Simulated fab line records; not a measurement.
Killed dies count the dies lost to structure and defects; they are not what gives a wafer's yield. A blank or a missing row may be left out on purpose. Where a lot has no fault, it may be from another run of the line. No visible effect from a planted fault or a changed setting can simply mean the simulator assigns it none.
Problem report, 8D (eight disciplines) form, completed by code + flow nand-harc + the parts of the form that need people (team, actions taken, sign-off) are left out

1. THE ISSUE
Mean of killed-at-periphery at NHARC_END_SORT_01: 71.5 across 2 wafers in 2 lots; on wafers with no fault it is 3.1 (standard deviation 2.3). That is +30 standard deviations from the usual mean.
Seen first at day 27 15:30 on prober-01, wafer L956.2. The record has a number at this step for 2 wafers belonging to 2 lots. Rule for "out" (also "out of limits"): further than 4 standard deviations from the usual mean. The other wafers with a number count as sound.

2. WHAT IT IS; WHAT IT IS NOT
| question                    | is                               | is not                                                      |
|-----------------------------|----------------------------------|-------------------------------------------------------------|
| which readings at this step | killed-at-periphery, killed-dies | killed-at-array, killed-at-other, killed-open, killed-short |
| which lots                  | L956, L957                       | -                                                           |
| which wafers of those lots  | all that have a number           | -                                                           |
| read on which gauges        | prober-01, prober-02             | -                                                           |
| when                        | from day 27 15:30                | up to then (0 sound wafers)                                 |

3. SUSPECTS, AND WHAT RULES EACH OUT
Counting: a tool at any process step up to the reading remains a suspect when it ran all the lots that are out and ran no sound lot after the first of those.
- the gauge at NHARC_END_SORT_01 is ruled out. Those wafers that are out were read across 2 gauges (prober-01, prober-02).
- pvd-sputter-02 at NHARC_P_CONTACT_DEGAS_38 (time 60 s): kept. It ran every lot that is out, first L956 (day 9 06:18), and no sound lot after that.
- pvd-sputter-02 at NHARC_P_CONTACT_PRE_CLEAN_39 (time 19.5 s): kept. It ran every lot that is out, first L956 (day 9 06:22), and no sound lot after that.
Remaining after the count are pvd-sputter-02 at NHARC_P_CONTACT_DEGAS_38 and pvd-sputter-02 at NHARC_P_CONTACT_PRE_CLEAN_39.

4. THE CAUSE (what the simulator had put in)
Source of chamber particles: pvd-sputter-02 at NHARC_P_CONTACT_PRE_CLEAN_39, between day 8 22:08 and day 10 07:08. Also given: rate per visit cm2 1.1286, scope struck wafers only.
This tool is one of the 2 suspects left after counting.

5. THE CHAIN OF EFFECTS, in route order
Each row: a reading whose mean over the struck wafers that have a number lies more than 3 standard deviations from the usual. Readings are gone through only where the record gives a usual standard deviation; hours: the median, over the lots, of the time from a lot's start at the first step in this table giving one to that lot's start at this step; sigmas: the change measured in usual standard deviations.
| hours | step              | reading             | usual | on struck wafers | change | sigmas |
|-------|-------------------|---------------------|-------|------------------|--------|--------|
| 0     | NHARC_END_SORT_01 | killed-at-periphery | 3.1   | 71.5             | +68.4  | +30    |
| 0     | NHARC_END_SORT_01 | killed-dies         | 56    | 133              | +77    | +4.5   |

6. WHAT WOULD HAVE CAUGHT IT SOONER
Counted from the fault's start at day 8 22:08, it took 449 hours until the first out-of-limits reading at a measuring or inspecting step in this record, taken at day 27 15:30.
By day 27 15:30 the whole set of lots that are out, 2 in number, had already begun NHARC_P_CONTACT_PRE_CLEAN_39 on pvd-sputter-02. Tool hold at that time: it would have spared none of them.
